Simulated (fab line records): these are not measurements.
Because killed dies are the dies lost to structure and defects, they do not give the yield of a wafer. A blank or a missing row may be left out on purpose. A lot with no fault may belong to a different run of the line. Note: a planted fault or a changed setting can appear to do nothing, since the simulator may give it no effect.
Chamber matching | flow n5-finfet | N5_BEOL_M2_VIA_ETCH_34 on rie-diel-02 has 4 sister chambers
The step etches the open film in C4F6/O2, target depth 69.4 nm, time 65.9 s. 20 wafers are shown with their chamber, then 10 later ones without.

WAFERS PAIRED WITH THEIR CHAMBERS
wafer  | chamber | rf-vpp-V (V) | showerhead-plenum-p-Torr (Torr) | throttle-valve-pct (%)
L075.2 | 0       | 645          | 2.77                            | 30.68
L075.5 | 3       | 669          | 2.93                            | 30.66
L075.6 | 2       | 674          | 2.74                            | 30.35
L078.1 | 2       | 673          | 2.74                            | 30.34
L078.2 | 0       | 643          | 2.77                            | 30.67
L078.4 | 0       | 644          | 2.77                            | 30.68
L080.1 | 0       | 644          | 2.77                            | 30.67
L080.4 | 2       | 674          | 2.74                            | 30.34
L080.6 | 3       | 668          | 2.93                            | 30.68
L079.1 | 1       | 694          | 3.05                            | 30.73
L079.4 | 2       | 672          | 2.74                            | 30.35
L079.6 | 2       | 674          | 2.74                            | 30.35
L082.2 | 1       | 694          | 3.04                            | 30.74
L082.3 | 2       | 673          | 2.73                            | 30.37
L082.6 | 1       | 693          | 3.04                            | 30.75
L083.3 | 0       | 644          | 2.76                            | 30.69
L083.5 | 0       | 645          | 2.76                            | 30.69
L083.6 | 1       | 694          | 3.04                            | 30.76
L090.1 | 3       | 668          | 2.92                            | 30.68
L090.2 | 0       | 644          | 2.76                            | 30.70

SIGNATURES, as means of the wafers listed above
reading                  | chamber 0 | chamber 1 | chamber 2 | chamber 3 | scatter within a chamber
rf-vpp-V                 | 644.14    | 693.75    | 673.33    | 668.33    | 0.69
showerhead-plenum-p-Torr | 2.7657    | 3.0425    | 2.7383    | 2.9267    | 0.00498
throttle-valve-pct       | 30.6829   | 30.7450   | 30.3500   | 30.6733   | 0.0115
Rule: a wafer lies at a distance from a chamber equal to the root of the sum of squares, over the readings, of (its reading less the chamber's mean, divided by the reading's scatter). The wafer belongs to the nearest chamber; if the next one is less than 2 further off, it can't be placed. The scatter: take each reading less its chamber's mean, square it, sum over the shown wafers, divide by the number of wafers less the number of chambers, and take the root.

WAFERS WITH NO CHAMBER GIVEN
wafer  | rf-vpp-V (V) | showerhead-plenum-p-Torr (Torr) | throttle-valve-pct (%)
L090.4 | 695          | 3.04                            | 30.76
L093.3 | 645          | 2.75                            | 30.72
L093.4 | 695          | 3.03                            | 30.77
L093.6 | 693          | 3.03                            | 30.78
L096.1 | 669          | 2.91                            | 30.70
L096.3 | 673          | 2.72                            | 30.40
L096.5 | 644          | 2.75                            | 30.72
L097.1 | 643          | 2.75                            | 30.72
L097.4 | 672          | 2.72                            | 30.39
L097.5 | 644          | 2.75                            | 30.72

CHAMBER TAKEN BY EACH
wafer  | from the rows above | in truth
L090.4 | 1                   | 1
L093.3 | 0                   | 0
L093.4 | 1                   | 1
L093.6 | 1                   | 1
L096.1 | 3                   | 3
L096.3 | 2                   | 2
L096.5 | 0                   | 0
L097.1 | 0                   | 0
L097.4 | 2                   | 2
L097.5 | 0                   | 0
10 of 10 placed correctly. From these rows, 0 cannot be placed. Number placed wrongly: 0.
